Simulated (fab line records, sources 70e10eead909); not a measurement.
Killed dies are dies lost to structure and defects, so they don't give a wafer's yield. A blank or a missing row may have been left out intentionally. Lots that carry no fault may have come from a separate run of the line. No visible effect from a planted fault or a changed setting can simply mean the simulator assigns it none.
fab line records ; flow nand_harc
record lots=14; wafers=42; last_day=33
route steps=1302 shown A_M0@1153 A_M1@1176
lots untouched by any fault: they come from a run of this same line in which no faults occurred
start_h: hours from the record's opening day to when the first of the lot's shown wafers began ; wait_h: hours from the lot's prior step to this one ; " same as the row above ; L1.1+2: one row covering several wafers at once ; - value missing, or start not given ; * or withheld: withheld ; < > ~ a bound
route shown NAME@n: names a module that has steps shown in the file, with the first one's number in the route ; usual: the fault-free wafers' mean and standard deviation ; same: alike in all rows ; chamber/n: place in a boat ; sites: each site's reading ; _std_site: how widely they spread, as a standard deviation ; _edge_site: mean of outer sites minus mean of inner sites ; radius_mm: for every site, how far away it sits from the centre of the wafer ; mask NAME#n: copy n ; behind: the most recent tool/chamber to have shaped the wafer ; hold: the reason the lot was held/the length of the hold in hours/how it ended ; device: which transistor (n, p or np) failed to switch ; end of line: the same wafers' tests at the end of the route ; a step without rows: its recipe alone ; killed: not the wafer's yield, but the dies lost to structure and defects at the first sort ; map: dies across one wafer; x = killed, . = not, _ = none there
set.NAME: the setting that was run; set.NAME@STEP: the one run at that earlier step ; model.NAME: the simulator's own value behind a step, which no gauge read
the route's steps for a sample of lots (tables are steps, rows are wafers)
services: the hour from which a tool's chamber was out of use, counted from the record's first day as start_h (under 0 if before that day), plus the number of hours and why
## steps
# step NHARC_A_M0_CD_MEAS_16
# usual cd_nm=79.8/0.63
lot.wafer;tool;chamber;start_h;wait_h;cd_nm
L689.2;cd_sem-03;-;542.22;-;78.9
L689.3;cd_sem-03;-;542.22;-;79.5
L689.6;cd_sem-03;-;542.22;-;78.9
L692.2;cd_sem-01;-;543.65;-;79.0
L692.4;cd_sem-01;-;543.65;-;79.5
L692.5;cd_sem-01;-;543.65;-;79.6
L690.2;cd_sem-02;-;545.67;-;80.0
L690.3;cd_sem-02;-;545.67;-;78.5
L690.5;cd_sem-02;-;545.67;-;78.7
L693.2;cd_sem-01;-;569.37;-;79.4
L693.5;cd_sem-01;-;569.37;-;79.5
L693.6;cd_sem-01;-;569.37;-;80.4
L699.4;cd_sem-01;-;614.18;-;78.9
L699.5;cd_sem-01;-;614.18;-;78.5
L699.6;cd_sem-01;-;614.18;-;78.9
L701.2;cd_sem-01;-;618.05;-;80.8
L701.5;cd_sem-01;-;618.05;-;80.6
L701.6;cd_sem-01;-;618.05;-;80.1
L702.2;cd_sem-02;-;655.66;-;80.2
L702.5;cd_sem-02;-;655.66;-;80.2
L702.6;cd_sem-02;-;655.66;-;80.7
L703.1;cd_sem-02;-;659.82;-;78.8
L703.4;cd_sem-02;-;659.82;-;79.2
L703.6;cd_sem-02;-;659.82;-;78.7
L705.3;cd_sem-03;-;690.69;-;79.1
L705.4;cd_sem-03;-;690.69;-;80.4
L705.6;cd_sem-03;-;690.69;-;79.9
L708.1;cd_sem-01;-;703.42;-;79.8
L708.2;cd_sem-01;-;703.42;-;80.2
L708.6;cd_sem-01;-;703.42;-;80.0
L707.1;cd_sem-02;-;704.36;-;80.8
L707.4;cd_sem-02;-;704.36;-;80.4
L707.6;cd_sem-02;-;704.36;-;80.2
L709.1;cd_sem-03;-;710.95;-;80.3
L709.2;cd_sem-03;-;710.95;-;80.9
L709.6;cd_sem-03;-;710.95;-;80.0
L710.2;cd_sem-02;-;736.56;-;79.5
L710.4;cd_sem-02;-;736.56;-;79.2
L710.5;cd_sem-02;-;736.56;-;79.5
L711.2;cd_sem-01;-;744.28;-;79.7
L711.3;cd_sem-01;-;744.28;-;80.1
L711.4;cd_sem-01;-;744.28;-;80.3
# step NHARC_A_M0_INSPECT_27
# usual raw_defect_count=540/130
lot.wafer;tool;chamber;start_h;wait_h;raw_defect_count
L689.2;defect_inspect-02;-;544.39;0.0;594
L689.3;defect_inspect-02;-;544.39;0.0;309
L689.6;defect_inspect-02;-;544.39;0.0;324
L692.2;defect_inspect-02;-;545.84;0.0;558
L692.4;defect_inspect-02;-;545.84;0.0;504
L692.5;defect_inspect-02;-;545.84;0.0;649
L690.2;defect_inspect-01;-;547.85;0.0;483
L690.3;defect_inspect-01;-;547.85;0.0;470
L690.5;defect_inspect-01;-;547.85;0.0;385
L693.2;defect_inspect-02;-;572.04;0.0;593
L693.5;defect_inspect-02;-;572.04;0.0;480
L693.6;defect_inspect-02;-;572.04;0.0;584
L699.4;defect_inspect-01;-;616.38;0.0;336
L699.5;defect_inspect-01;-;616.38;0.0;474
L699.6;defect_inspect-01;-;616.38;0.0;418
L701.2;defect_inspect-01;-;620.21;0.0;649
L701.5;defect_inspect-01;-;620.21;0.0;535
L701.6;defect_inspect-01;-;620.21;0.0;582
L702.2;defect_inspect-02;-;657.82;0.0;551
L702.5;defect_inspect-02;-;657.82;0.0;594
L702.6;defect_inspect-02;-;657.82;0.0;653
L703.1;defect_inspect-02;-;662.04;0.0;397
L703.4;defect_inspect-02;-;662.04;0.0;492
L703.6;defect_inspect-02;-;662.04;0.0;713
L705.3;defect_inspect-01;-;692.86;0.0;725
L705.4;defect_inspect-01;-;692.86;0.0;615
L705.6;defect_inspect-01;-;692.86;0.0;479
L708.1;defect_inspect-02;-;705.63;0.0;466
L708.2;defect_inspect-02;-;705.63;0.0;407
L708.6;defect_inspect-02;-;705.63;0.0;394
L707.1;defect_inspect-01;-;706.53;0.0;507
L707.4;defect_inspect-01;-;706.53;0.0;542
L707.6;defect_inspect-01;-;706.53;0.0;583
L709.1;defect_inspect-01;-;713.18;0.0;435
L709.2;defect_inspect-01;-;713.18;0.0;436
L709.6;defect_inspect-01;-;713.18;0.0;565
L710.2;defect_inspect-01;-;738.72;0.0;493
L710.4;defect_inspect-01;-;738.72;0.0;566
L710.5;defect_inspect-01;-;738.72;0.0;610
L711.2;defect_inspect-01;-;746.50;0.0;432
L711.3;defect_inspect-01;-;746.50;0.0;608
L711.4;defect_inspect-01;-;746.50;0.0;480
# step NHARC_A_M1_EXPOSE_06
# recipe na=1.35; target_cd_nm=120; dose_mj=75.13; mask_id=A_M1
# usual exposure_dose_mJ_cm2=75.05/0.088
lot.wafer;tool;chamber;start_h;wait_h;mask;exposure_dose_mJ_cm2
L689.2;arfi_scanner-01;0;545.53;-;A_M1#0;75.01
L689.3;arfi_scanner-01;0;545.53;-;A_M1#0;75.03
L689.6;arfi_scanner-01;0;545.53;-;A_M1#0;74.96
L692.2;arfi_scanner-03;0;547.10;-;A_M1#0;74.97
L692.4;arfi_scanner-03;0;547.10;-;A_M1#0;74.97
L692.5;arfi_scanner-03;0;547.10;-;A_M1#0;75.08
L690.2;arfi_scanner-01;0;549.12;-;A_M1#0;75.04
L690.3;arfi_scanner-01;0;549.12;-;A_M1#0;74.92
L690.5;arfi_scanner-01;0;549.12;-;A_M1#0;75.11
L693.2;arfi_scanner-02;0;573.29;-;A_M1#0;75.19
L693.5;arfi_scanner-02;0;573.29;-;A_M1#0;75.22
L693.6;arfi_scanner-02;0;573.29;-;A_M1#0;75.18
L699.4;arfi_scanner-03;0;617.52;-;A_M1#0;73.46
L699.5;arfi_scanner-03;0;617.52;-;A_M1#0;73.45
L699.6;arfi_scanner-03;0;617.52;-;A_M1#0;73.55
L701.2;arfi_scanner-01;0;621.48;-;A_M1#0;75.06
L701.5;arfi_scanner-01;0;621.48;-;A_M1#0;74.97
L701.6;arfi_scanner-01;0;621.48;-;A_M1#0;75.03
L702.2;arfi_scanner-03;0;659.06;-;A_M1#0;73.77
L702.5;arfi_scanner-03;0;659.06;-;A_M1#0;73.74
L702.6;arfi_scanner-03;0;659.06;-;A_M1#0;73.71
L703.1;arfi_scanner-02;0;663.30;-;A_M1#0;74.97
L703.4;arfi_scanner-02;0;663.30;-;A_M1#0;75.05
L703.6;arfi_scanner-02;0;663.30;-;A_M1#0;74.95
L705.3;arfi_scanner-02;0;694.12;-;A_M1#0;75.12
L705.4;arfi_scanner-02;0;694.12;-;A_M1#0;75.13
L705.6;arfi_scanner-02;0;694.12;-;A_M1#0;75.15
L708.1;arfi_scanner-01;0;707.16;-;A_M1#0;75.08
L708.2;arfi_scanner-01;0;707.16;-;A_M1#0;74.99
L708.6;arfi_scanner-01;0;707.16;-;A_M1#0;74.98
L707.1;arfi_scanner-01;0;707.83;-;A_M1#0;74.98
L707.4;arfi_scanner-01;0;707.83;-;A_M1#0;74.98
L707.6;arfi_scanner-01;0;707.83;-;A_M1#0;74.94
L709.1;arfi_scanner-01;0;714.42;-;A_M1#0;75.03
L709.2;arfi_scanner-01;0;714.42;-;A_M1#0;75.12
L709.6;arfi_scanner-01;0;714.42;-;A_M1#0;75.10
L710.2;arfi_scanner-02;0;739.98;-;A_M1#0;75.04
L710.4;arfi_scanner-02;0;739.98;-;A_M1#0;75.01
L710.5;arfi_scanner-02;0;739.98;-;A_M1#0;75.11
L711.2;arfi_scanner-02;0;747.63;-;A_M1#0;75.16
L711.3;arfi_scanner-02;0;747.63;-;A_M1#0;75.15
L711.4;arfi_scanner-02;0;747.63;-;A_M1#0;75.09
# step NHARC_A_M1_CD_MEAS_16
# usual cd_nm=120.0/0.63
lot.wafer;tool;chamber;start_h;wait_h;cd_nm
L689.2;cd_sem-01;-;546.19;-;120.4
L689.3;cd_sem-01;-;546.19;-;119.8
L689.6;cd_sem-01;-;546.19;-;119.7
L692.2;cd_sem-01;-;547.73;-;120.7
L692.4;cd_sem-01;-;547.73;-;121.5
L692.5;cd_sem-01;-;547.73;-;119.3
L690.2;cd_sem-03;-;549.75;-;119.9
L690.3;cd_sem-03;-;549.75;-;119.9
L690.5;cd_sem-03;-;549.75;-;119.5
L693.2;cd_sem-02;-;573.96;-;120.2
L693.5;cd_sem-02;-;573.96;-;120.1
L693.6;cd_sem-02;-;573.96;-;120.8
L699.4;cd_sem-02;-;618.15;-;118.5
L699.5;cd_sem-02;-;618.15;-;117.4
L699.6;cd_sem-02;-;618.15;-;117.8
L701.2;cd_sem-01;-;622.11;-;119.5
L701.5;cd_sem-01;-;622.11;-;119.4
L701.6;cd_sem-01;-;622.11;-;120.0
L702.2;cd_sem-03;-;659.69;-;119.5
L702.5;cd_sem-03;-;659.69;-;118.9
L702.6;cd_sem-03;-;659.69;-;119.2
L703.1;cd_sem-02;-;663.97;-;119.3
L703.4;cd_sem-02;-;663.97;-;120.1
L703.6;cd_sem-02;-;663.97;-;120.2
L705.3;cd_sem-01;-;694.74;-;121.6
L705.4;cd_sem-01;-;694.74;-;120.4
L705.6;cd_sem-01;-;694.74;-;120.9
L708.1;cd_sem-02;-;707.79;-;120.2
L708.2;cd_sem-02;-;707.79;-;120.9
L708.6;cd_sem-02;-;707.79;-;120.1
L707.1;cd_sem-02;-;708.55;-;120.4
L707.4;cd_sem-02;-;708.55;-;120.0
L707.6;cd_sem-02;-;708.55;-;119.9
L709.1;cd_sem-03;-;715.05;-;120.0
L709.2;cd_sem-03;-;715.05;-;119.7
L709.6;cd_sem-03;-;715.05;-;119.8
L710.2;cd_sem-01;-;740.63;-;119.5
L710.4;cd_sem-01;-;740.63;-;119.4
L710.5;cd_sem-01;-;740.63;-;119.7
L711.2;cd_sem-02;-;748.26;-;120.4
L711.3;cd_sem-02;-;748.26;-;120.3
L711.4;cd_sem-02;-;748.26;-;120.7
## services
tool;chamber;start_h;hours;kind
arfi_scanner-01;0;527.72;-;calibration
arfi_scanner-03;-;540.00;4.0;pm
arfi_scanner-03;0;548.51;-;calibration
arfi_scanner-02;-;553.76;1.8;repair
arfi_scanner-02;-;560.62;5.6;repair
arfi_scanner-02;-;575.16;5.9;repair
arfi_scanner-02;-;585.56;4.7;repair
arfi_scanner-01;-;596.00;4.0;pm
arfi_scanner-03;-;605.96;0.2;repair
arfi_scanner-01;-;630.37;1.8;repair
arfi_scanner-01;-;636.69;0.8;repair
arfi_scanner-02;-;656.02;4.0;pm
arfi_scanner-03;-;667.33;5.3;repair
arfi_scanner-01;0;703.38;-;calibration
arfi_scanner-03;0;706.74;-;calibration
arfi_scanner-03;-;712.00;4.0;pm
arfi_scanner-03;-;724.56;0.3;repair
arfi_scanner-01;-;725.60;0.8;repair
arfi_scanner-03;-;733.13;4.8;repair
arfi_scanner-02;0;740.79;-;calibration
arfi_scanner-02;-;744.10;2.4;repair
## key
first_sign step=NHARC_A_M1_EXPOSE_06; reading=exposure_dose_mJ_cm2; direction=down; sigmas=16; usual=75.05; struck=73.61
effect step=NHARC_A_M1_CD_MEAS_16; reading=cd_nm; direction=down; sigmas=2.3; usual=120.0; struck=118.6; through=control_loop
met_at NHARC_A_M1_EXPOSE_06
struck_lots L699,L702
loop_trim step=NHARC_A_M1_EXPOSE_06; setting=dose; lots=L702
not_acting_at NHARC_A_M0_CD_MEAS_16,NHARC_A_M0_INSPECT_27,NHARC_A_M1_CD_MEAS_16
onset_between 547.10 617.52
fault kind=process_parameter_drift; tool=arfi_scanner-03; chamber=-; onset_h=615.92; steps=NHARC_A_M1_EXPOSE_06; channel=dose_mj; offset=-1.5576; shape=step; acts_in=these_recipes_only; stated=75.13
# loop_trim: a control loop set the setting to another value than it would have without faults
